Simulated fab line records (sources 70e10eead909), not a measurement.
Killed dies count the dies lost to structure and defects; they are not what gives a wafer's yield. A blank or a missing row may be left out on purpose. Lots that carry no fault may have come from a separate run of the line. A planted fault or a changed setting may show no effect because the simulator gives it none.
Matching of chambers ; flow nandHarc ; rieDiel-09 running NHARC_A_M0_ETCH_34: 4 sister chambers
The step etches the open film in N2/H2, target depth 40 nm, overetch 12 nm, time 43.94 s. 7 wafers are shown with their chamber, then 7 later ones without.

## WAFERS PAIRED WITH THEIR CHAMBERS
wafer;chamber;rfVppV (V);oesProductAu (a.u.)
L080.4;0;426;1.014
L080.5;3;433;1.007
L083.2;0;426;1.013
L083.3;1;428;1.012
L083.4;2;432;0.997
L084.1;3;434;1.002
L084.3;2;431;1.001

## WAFERS WITH NO CHAMBER GIVEN
wafer;rfVppV (V);oesProductAu (a.u.)
L084.5;433;1.003
L092.1;434;1.000
L092.3;428;1.010
L092.6;434;0.996
L095.1;424;1.005
L095.2;428;1.010
L095.5;427;1.012

## THE CHAMBER EACH PASSED THROUGH
wafer;from the rows above;in truth
L084.5;can't be placed: 3 or 2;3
L092.1;3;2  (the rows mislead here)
L092.3;1;1
L092.6;can't be placed: 3 or 2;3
L095.1;0;0
L095.2;1;1
L095.5;can't be placed: 1 or 0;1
3 of 7 placed correctly. Can't be placed from these rows: 3 (the true chamber is among the candidates in 3). 1 placed wrongly.
How it was worked out, from the rows above alone: a wafer's distance from a chamber is the root of the sum, over the readings, of the square of ((its reading less the chamber's mean) divided by the reading's scatter). The wafer belongs to the nearest chamber; if the next one is less than 2 further off, it can't be placed. A chamber's mean is the mean of its shown wafers. The scatter is the square root of a quotient: the sum, over the shown wafers, of each reading's squared deviation from its chamber's mean, divided by wafers minus chambers.
